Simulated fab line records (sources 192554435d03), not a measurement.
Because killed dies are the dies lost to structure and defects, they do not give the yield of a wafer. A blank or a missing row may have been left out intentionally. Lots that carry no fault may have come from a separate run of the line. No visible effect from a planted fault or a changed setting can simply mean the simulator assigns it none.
Which of the tools did it? || flow n5_finfet || Sampling: 9 lots, 27 wafers, 7 of 1938 route steps

## WHAT THE GAUGES SHOWED, per wafer
N5_FIN_SAQP_THK_MEAS_05.
{"lot": "L480", "measured": "day 2 03:08", "on": "film_metro-01", "thk_nm (nm)": "37.7 37.9 38.6"}
{"lot": "L481", "measured": "day 2 09:43", "on": "film_metro-02", "thk_nm (nm)": "37.0 38.2 38.1"}
{"lot": "L482", "measured": "day 2 15:15", "on": "film_metro-01", "thk_nm (nm)": "38.3 38.8 37.8"}
{"lot": "L483", "measured": "day 2 21:52", "on": "film_metro-02", "thk_nm (nm)": "37.9 38.5 38.9"}
{"lot": "L486", "measured": "day 3 15:34", "on": "film_metro-01", "thk_nm (nm)": "37.9 38.2 38.0"}
{"lot": "L493", "measured": "day 5 08:49", "on": "film_metro-02", "thk_nm (nm)": "38.9 38.7 39.2"}
{"lot": "L494", "measured": "day 5 15:23", "on": "film_metro-01", "thk_nm (nm)": "37.8 37.9 37.6"}
{"lot": "L499", "measured": "day 6 21:43", "on": "film_metro-02", "thk_nm (nm)": "37.8 38.6 39.3"}
{"lot": "L502", "measured": "day 7 14:35", "on": "film_metro-02", "thk_nm (nm)": "37.6 38.6 38.3"}

N5_FIN_SAQP_THK_MEAS_07.
{"lot": "L480", "measured": "day 2 03:20", "on": "film_metro-01", "thk_nm (nm)": "59.2 61.8 59.7"}
{"lot": "L481", "measured": "day 2 09:59", "on": "film_metro-01", "thk_nm (nm)": "59.5 60.9 61.2"}
{"lot": "L482", "measured": "day 2 15:28", "on": "film_metro-01", "thk_nm (nm)": "60.7 59.9 59.4"}
{"lot": "L483", "measured": "day 2 22:05", "on": "film_metro-02", "thk_nm (nm)": "59.5 58.6 59.3"}
{"lot": "L486", "measured": "day 3 15:46", "on": "film_metro-02", "thk_nm (nm)": "60.6 59.2 61.6"}
{"lot": "L493", "measured": "day 5 09:02", "on": "film_metro-01", "thk_nm (nm)": "49.9 50.6 53.2"}
{"lot": "L494", "measured": "day 5 15:36", "on": "film_metro-02", "thk_nm (nm)": "49.9 50.4 51.9"}
{"lot": "L499", "measured": "day 6 21:55", "on": "film_metro-02", "thk_nm (nm)": "61.3 61.3 61.5"}
{"lot": "L502", "measured": "day 7 14:47", "on": "film_metro-02", "thk_nm (nm)": "59.2 59.9 60.8"}

N5_FIN_SAQP_OVL_MEAS_17.
{"lot": "L480", "measured": "day 2 03:44", "on": "overlay-02", "FIN_CORE_OVL (nm)": "-0.5 -0.2 -0.5"}
{"lot": "L481", "measured": "day 2 10:23", "on": "overlay-02", "FIN_CORE_OVL (nm)": "-0.3 0.2 -0.9"}
{"lot": "L482", "measured": "day 2 15:59", "on": "overlay-01", "FIN_CORE_OVL (nm)": "-1.4 -1.2 -0.5"}
{"lot": "L483", "measured": "day 2 22:30", "on": "overlay-01", "FIN_CORE_OVL (nm)": "0.1 0.7 0.6"}
{"lot": "L486", "measured": "day 3 16:11", "on": "overlay-01", "FIN_CORE_OVL (nm)": "0.3 -0.1 -0.3"}
{"lot": "L493", "measured": "day 5 09:33", "on": "overlay-02", "FIN_CORE_OVL (nm)": "0.3 0.3 0.3"}
{"lot": "L494", "measured": "day 5 16:07", "on": "overlay-01", "FIN_CORE_OVL (nm)": "1.1 1.8 1.7"}
{"lot": "L499", "measured": "day 6 22:27", "on": "overlay-01", "FIN_CORE_OVL (nm)": "2.2 1.2 -0.1"}
{"lot": "L502", "measured": "day 7 15:19", "on": "overlay-02", "FIN_CORE_OVL (nm)": "0.5 -1.0 -0.1"}

N5_BEOL_M4_RC_MEAS_101.
{"lot": "L480", "measured": "day 8 08:55", "on": "prober-02", "DIBL_N (mV/V)": "34.6 34.0 37.1", "DIBL_P (mV/V)": "34.5 33.7 37.9", "IOFF_N (nA/um)": "0.14 0.13 0.18", "IOFF_P (nA/um)": "0.19 0.17 0.23", "ION_N (uA/um)": "669 667 689", "ION_P (uA/um)": "462 460 467", "SS_N (mV/dec)": "71.7 71.6 71.5", "SS_P (mV/dec)": "72.8 72.1 73.1", "VT_N (mV)": "252 253 246", "VT_P (mV)": "-248 -253 -247"}
{"lot": "L481", "measured": "day 8 13:37", "on": "prober-01", "DIBL_N (mV/V)": "36.0 35.2 37.9", "DIBL_P (mV/V)": "37.7 36.5 39.5", "IOFF_N (nA/um)": "0.17 0.16 0.22", "IOFF_P (nA/um)": "0.24 0.22 0.28", "ION_N (uA/um)": "685 686 693", "ION_P (uA/um)": "469 471 476", "SS_N (mV/dec)": "71.2 71.3 72.1", "SS_P (mV/dec)": "73.6 73.5 74.4", "VT_N (mV)": "248 249 247", "VT_P (mV)": "-250 -250 -246"}
{"lot": "L482", "measured": "day 8 23:29", "on": "prober-01", "DIBL_N (mV/V)": "35.5 36.5 34.6", "DIBL_P (mV/V)": "36.7 37.4 35.5", "IOFF_N (nA/um)": "0.17 0.20 0.16", "IOFF_P (nA/um)": "0.22 0.23 0.19", "ION_N (uA/um)": "701 691 686", "ION_P (uA/um)": "472 463 464", "SS_N (mV/dec)": "71.6 71.4 71.5", "SS_P (mV/dec)": "73.9 73.5 73.5", "VT_N (mV)": "246 246 250", "VT_P (mV)": "-246 -246 -251"}
{"lot": "L483", "measured": "day 9 21:58", "on": "prober-02", "DIBL_N (mV/V)": "35.7 34.6 36.0", "DIBL_P (mV/V)": "37.8 35.9 37.8", "IOFF_N (nA/um)": "0.17 0.14 0.18", "IOFF_P (nA/um)": "0.19 0.17 0.20", "ION_N (uA/um)": "678 662 680", "ION_P (uA/um)": "457 451 459", "SS_N (mV/dec)": "71.7 71.5 71.9", "SS_P (mV/dec)": "73.8 73.2 74.4", "VT_N (mV)": "250 252 247", "VT_P (mV)": "-254 -256 -251"}
{"lot": "L486", "measured": "day 10 00:14", "on": "prober-02", "DIBL_N (mV/V)": "36.7 32.4 36.7", "DIBL_P (mV/V)": "38.2 33.1 37.7", "IOFF_N (nA/um)": "0.19 0.12 0.19", "IOFF_P (nA/um)": "0.24 0.16 0.23", "ION_N (uA/um)": "682 671 682", "ION_P (uA/um)": "472 461 465", "SS_N (mV/dec)": "72.0 71.7 71.5", "SS_P (mV/dec)": "74.0 72.1 73.9", "VT_N (mV)": "244 254 246", "VT_P (mV)": "-249 -253 -250"}
{"lot": "L493", "measured": "day 11 16:40", "on": "prober-01", "DIBL_N (mV/V)": "34.4 36.8 37.4", "DIBL_P (mV/V)": "34.9 37.8 38.2", "IOFF_N (nA/um)": "0.12 0.15 0.16", "IOFF_P (nA/um)": "0.16 0.20 0.20", "ION_N (uA/um)": "665 668 682", "ION_P (uA/um)": "453 456 465", "SS_N (mV/dec)": "69.9 71.1 71.3", "SS_P (mV/dec)": "72.7 73.4 73.6", "VT_N (mV)": "255 254 253", "VT_P (mV)": "-258 -252 -254"}
{"lot": "L494", "measured": "day 11 20:44", "on": "prober-02", "DIBL_N (mV/V)": "34.3 32.1 35.0", "DIBL_P (mV/V)": "33.7 33.2 36.9", "IOFF_N (nA/um)": "0.13 0.11 0.15", "IOFF_P (nA/um)": "0.17 0.17 0.20", "ION_N (uA/um)": "657 669 663", "ION_P (uA/um)": "460 466 458", "SS_N (mV/dec)": "71.6 70.7 71.1", "SS_P (mV/dec)": "72.2 72.4 73.0", "VT_N (mV)": "254 252 249", "VT_P (mV)": "-251 -253 -249"}
{"lot": "L499", "measured": "day 13 14:23", "on": "prober-01", "DIBL_N (mV/V)": "36.7 35.4 35.4", "DIBL_P (mV/V)": "38.0 35.9 36.5", "IOFF_N (nA/um)": "0.19 0.17 0.18", "IOFF_P (nA/um)": "0.23 0.19 0.19", "ION_N (uA/um)": "681 684 690", "ION_P (uA/um)": "460 460 466", "SS_N (mV/dec)": "71.7 71.5 71.6", "SS_P (mV/dec)": "73.4 73.1 73.5", "VT_N (mV)": "245 246 248", "VT_P (mV)": "-249 -253 -254"}
{"lot": "L502", "measured": "day 13 21:46", "on": "prober-01", "DIBL_N (mV/V)": "36.0 34.6 38.6", "DIBL_P (mV/V)": "36.2 33.8 39.1", "IOFF_N (nA/um)": "0.16 0.12 0.21", "IOFF_P (nA/um)": "0.23 0.19 0.28", "ION_N (uA/um)": "678 665 692", "ION_P (uA/um)": "470 464 469", "SS_N (mV/dec)": "71.7 71.1 72.3", "SS_P (mV/dec)": "72.8 72.1 74.4", "VT_N (mV)": "248 252 247", "VT_P (mV)": "-249 -251 -247"}

## WHAT TOOL EACH LOT RAN ON (gives the tool, then ch and the chambers of the sampled wafers, and finally the start)
{"lot": "L480", "N5_FIN_SAQP_PECVD_48": "pecvd-01 ch 0,1, day 2 03:13", "N5_FIN_SAQP_PECVD_06": "pecvd-01 ch 0,1, day 2 03:15", "N5_FIN_SAQP_MANDREL_ETCH_22": "rie_si-04 ch 0,2,3, day 2 04:05"}
{"lot": "L481", "N5_FIN_SAQP_PECVD_48": "pecvd-02 ch 0,1, day 2 09:49", "N5_FIN_SAQP_PECVD_06": "pecvd-02 ch 0,1, day 2 09:52", "N5_FIN_SAQP_MANDREL_ETCH_22": "rie_si-03 ch 2,3, day 2 10:44"}
{"lot": "L482", "N5_FIN_SAQP_PECVD_48": "pecvd-03 ch 0,1,2, day 2 15:20", "N5_FIN_SAQP_PECVD_06": "pecvd-03 ch 0,1,2, day 2 15:22", "N5_FIN_SAQP_MANDREL_ETCH_22": "rie_si-03 ch 1,2,3, day 2 16:19"}
{"lot": "L483", "N5_FIN_SAQP_PECVD_48": "pecvd-03 ch 0,1,2, day 2 21:57", "N5_FIN_SAQP_PECVD_06": "pecvd-03 ch 0,1,2, day 2 21:59", "N5_FIN_SAQP_MANDREL_ETCH_22": "rie_si-03 ch 0,2, day 2 22:52"}
{"lot": "L486", "N5_FIN_SAQP_PECVD_48": "pecvd-03 ch 0,1, day 3 15:38", "N5_FIN_SAQP_PECVD_06": "pecvd-03 ch 0,1, day 3 15:41", "N5_FIN_SAQP_MANDREL_ETCH_22": "rie_si-03 ch 1,3, day 3 16:53"}
{"lot": "L493", "N5_FIN_SAQP_PECVD_48": "pecvd-03 ch 0,2, day 5 08:54", "N5_FIN_SAQP_PECVD_06": "pecvd-03 ch 0,2, day 5 08:56", "N5_FIN_SAQP_MANDREL_ETCH_22": "rie_si-04 ch 2,3, day 5 09:53"}
{"lot": "L494", "N5_FIN_SAQP_PECVD_48": "pecvd-03 ch 0,1,2, day 5 15:28", "N5_FIN_SAQP_PECVD_06": "pecvd-03 ch 0,1,2, day 5 15:31", "N5_FIN_SAQP_MANDREL_ETCH_22": "rie_si-04 ch 1,2,3, day 5 16:28"}
{"lot": "L499", "N5_FIN_SAQP_PECVD_48": "pecvd-02 ch 1,2, day 6 21:47", "N5_FIN_SAQP_PECVD_06": "pecvd-02 ch 1,2, day 6 21:50", "N5_FIN_SAQP_MANDREL_ETCH_22": "rie_si-04 ch 0,2,3, day 6 22:47"}
{"lot": "L502", "N5_FIN_SAQP_PECVD_48": "pecvd-02 ch 0,2, day 7 14:40", "N5_FIN_SAQP_PECVD_06": "pecvd-02 ch 0,2, day 7 14:42", "N5_FIN_SAQP_MANDREL_ETCH_22": "rie_si-04 ch 0,1,3, day 7 15:40"}
- N5_FIN_SAQP_PECVD_48: deposits SiNx from SiH4/NH3/N2, target thk 25 nm, time 22.1 s.
- N5_FIN_SAQP_PECVD_06: deposits a-Si from SiH4/He, target thk 60 nm, time 48.1 s.
- N5_FIN_SAQP_MANDREL_ETCH_22: etches a-Si in HBr/Cl2, stops on SiNx, target depth 60 nm, bt time 10 s, time 30 s.

## AS READ BY THE TOOLS THEMSELVES (means over the sampled wafers that have a number; for cases with no such wafer, the mark the record gives instead)
N5_FIN_SAQP_PECVD_48.
{"lot": "L480", "tool": "pecvd-01", "heater_power_w (W)": 912, "showerhead_plenum_p_Torr (Torr)": 5.18, "showerhead_vpp_V (V)": 1041, "throttle_valve_pct (%)": 39.5}
{"lot": "L481", "tool": "pecvd-02", "heater_power_w (W)": 746, "showerhead_plenum_p_Torr (Torr)": 5.26, "showerhead_vpp_V (V)": 1061, "throttle_valve_pct (%)": 40.6}
{"lot": "L482", "tool": "pecvd-03", "heater_power_w (W)": 729, "showerhead_plenum_p_Torr (Torr)": 5.15, "showerhead_vpp_V (V)": 1083, "throttle_valve_pct (%)": 39.1}
{"lot": "L483", "tool": "pecvd-03", "heater_power_w (W)": 724, "showerhead_plenum_p_Torr (Torr)": 5.15, "showerhead_vpp_V (V)": 1091, "throttle_valve_pct (%)": 39.1}
{"lot": "L486", "tool": "pecvd-03", "heater_power_w (W)": 704, "showerhead_plenum_p_Torr (Torr)": 5.21, "showerhead_vpp_V (V)": 1078, "throttle_valve_pct (%)": 40.3}
{"lot": "L493", "tool": "pecvd-03", "heater_power_w (W)": 686, "showerhead_plenum_p_Torr (Torr)": 5.14, "showerhead_vpp_V (V)": 1109, "throttle_valve_pct (%)": 38.6}
{"lot": "L494", "tool": "pecvd-03", "heater_power_w (W)": 738, "showerhead_plenum_p_Torr (Torr)": 5.15, "showerhead_vpp_V (V)": 1107, "throttle_valve_pct (%)": 39.2}
{"lot": "L499", "tool": "pecvd-02", "heater_power_w (W)": 698, "showerhead_plenum_p_Torr (Torr)": 5.29, "showerhead_vpp_V (V)": 1027, "throttle_valve_pct (%)": 39.4}
{"lot": "L502", "tool": "pecvd-02", "heater_power_w (W)": 644, "showerhead_plenum_p_Torr (Torr)": 5.25, "showerhead_vpp_V (V)": 986, "throttle_valve_pct (%)": 38.5}

N5_FIN_SAQP_PECVD_06.
{"lot": "L480", "tool": "pecvd-01", "heater_power_w (W)": 954, "showerhead_plenum_p_Torr (Torr)": 5.70, "showerhead_vpp_V (V)": 603, "throttle_valve_pct (%)": 18.1}
{"lot": "L481", "tool": "pecvd-02", "heater_power_w (W)": 752, "showerhead_plenum_p_Torr (Torr)": 5.76, "showerhead_vpp_V (V)": 617, "throttle_valve_pct (%)": 18.4}
{"lot": "L482", "tool": "pecvd-03", "heater_power_w (W)": 877, "showerhead_plenum_p_Torr (Torr)": 5.67, "showerhead_vpp_V (V)": 632, "throttle_valve_pct (%)": 17.8}
{"lot": "L483", "tool": "pecvd-03", "heater_power_w (W)": 847, "showerhead_plenum_p_Torr (Torr)": 5.68, "showerhead_vpp_V (V)": 633, "throttle_valve_pct (%)": 17.6}
{"lot": "L486", "tool": "pecvd-03", "heater_power_w (W)": 798, "showerhead_plenum_p_Torr (Torr)": 5.72, "showerhead_vpp_V (V)": 618, "throttle_valve_pct (%)": 18.4}
{"lot": "L493", "tool": "pecvd-03", "heater_power_w (W)": 804, "showerhead_plenum_p_Torr (Torr)": 5.67, "showerhead_vpp_V (V)": 648, "throttle_valve_pct (%)": 17.7}
{"lot": "L494", "tool": "pecvd-03", "heater_power_w (W)": 819, "showerhead_plenum_p_Torr (Torr)": 5.68, "showerhead_vpp_V (V)": 639, "throttle_valve_pct (%)": 17.8}
{"lot": "L499", "tool": "pecvd-02", "heater_power_w (W)": 880, "showerhead_plenum_p_Torr (Torr)": 5.77, "showerhead_vpp_V (V)": 598, "throttle_valve_pct (%)": 18.0}
{"lot": "L502", "tool": "pecvd-02", "heater_power_w (W)": 755, "showerhead_plenum_p_Torr (Torr)": 5.74, "showerhead_vpp_V (V)": 569, "throttle_valve_pct (%)": 17.8}

N5_FIN_SAQP_MANDREL_ETCH_22.
{"lot": "L480", "tool": "rie_si-04", "HBr_flow_sccm (sccm)": 149.9, "drypump_motor_current_A (A)": 5.8, "oes_product_au (a.u.)": 0.778, "throttle_valve_pct (%)": 35.0}
{"lot": "L481", "tool": "rie_si-03", "HBr_flow_sccm (sccm)": 149.7, "drypump_motor_current_A (A)": 6.3, "oes_product_au (a.u.)": 0.770, "throttle_valve_pct (%)": 35.6}
{"lot": "L482", "tool": "rie_si-03", "HBr_flow_sccm (sccm)": 150.0, "drypump_motor_current_A (A)": 6.0, "oes_product_au (a.u.)": 0.763, "throttle_valve_pct (%)": 35.3}
{"lot": "L483", "tool": "rie_si-03", "HBr_flow_sccm (sccm)": 149.8, "drypump_motor_current_A (A)": 6.0, "oes_product_au (a.u.)": 0.758, "throttle_valve_pct (%)": 35.7}
{"lot": "L486", "tool": "rie_si-03", "HBr_flow_sccm (sccm)": 150.3, "drypump_motor_current_A (A)": 5.8, "oes_product_au (a.u.)": 0.769, "throttle_valve_pct (%)": 35.1}
{"lot": "L493", "tool": "rie_si-04", "HBr_flow_sccm (sccm)": 150.2, "drypump_motor_current_A (A)": 6.0, "oes_product_au (a.u.)": 0.690, "throttle_valve_pct (%)": 35.1}
{"lot": "L494", "tool": "rie_si-04", "HBr_flow_sccm (sccm)": 149.8, "drypump_motor_current_A (A)": 5.7, "oes_product_au (a.u.)": 0.704, "throttle_valve_pct (%)": 35.4}
{"lot": "L499", "tool": "rie_si-04", "HBr_flow_sccm (sccm)": 149.9, "drypump_motor_current_A (A)": 5.8, "oes_product_au (a.u.)": 0.776, "throttle_valve_pct (%)": 35.0}
{"lot": "L502", "tool": "rie_si-04", "HBr_flow_sccm (sccm)": 149.5, "drypump_motor_current_A (A)": 5.8, "oes_product_au (a.u.)": 0.767, "throttle_valve_pct (%)": 35.0}

## THE ANSWER, worked out from the rows above alone
Rule: the usual values come from the lots themselves. Put in order of their means at a reading, lots are off if they are a third of the lots or fewer, leave a main group of 4 or more, and stand apart from it by a gap of 3 or more times the standard deviation of the main group's means; of several such gaps the widest counts. A main group whose means are all the same, to the digits that the tables above print for the reading, isn't used. A lot without any number at a reading at which 4 lots or more have one is off too. Any other lot the step has rows for is counted as sound. Order of review: gauges by route order, followed by the tools' own readings, for which a lot's mean as printed above is used. At the first step where some lot is off, the reading lying furthest off is the one used; lots without a number count as furthest.
Off: L493, L494, at N5_FIN_SAQP_THK_MEAS_07 (thk_nm). Main group: mean 60.2 nm, sd 0.63.
A tool fits if, at a process step before that reading, it ran every lot that is off, and no sound lot after the first of them. Not tried: the gauges at N5_FIN_SAQP_THK_MEAS_07; whatever is off there is also off at N5_BEOL_M4_RC_MEAS_101, on other tools, and gauge error can't account for it. One candidate fits, namely pecvd-03 at N5_FIN_SAQP_PECVD_48 and N5_FIN_SAQP_PECVD_06. At N5_FIN_SAQP_PECVD_48 its last sound lot is L486 (day 3 15:38), its first lot that is off L493 (day 5 08:54): a fault that began between those two fits.

## WHAT HAD BEEN PUT IN BY THE SIMULATOR
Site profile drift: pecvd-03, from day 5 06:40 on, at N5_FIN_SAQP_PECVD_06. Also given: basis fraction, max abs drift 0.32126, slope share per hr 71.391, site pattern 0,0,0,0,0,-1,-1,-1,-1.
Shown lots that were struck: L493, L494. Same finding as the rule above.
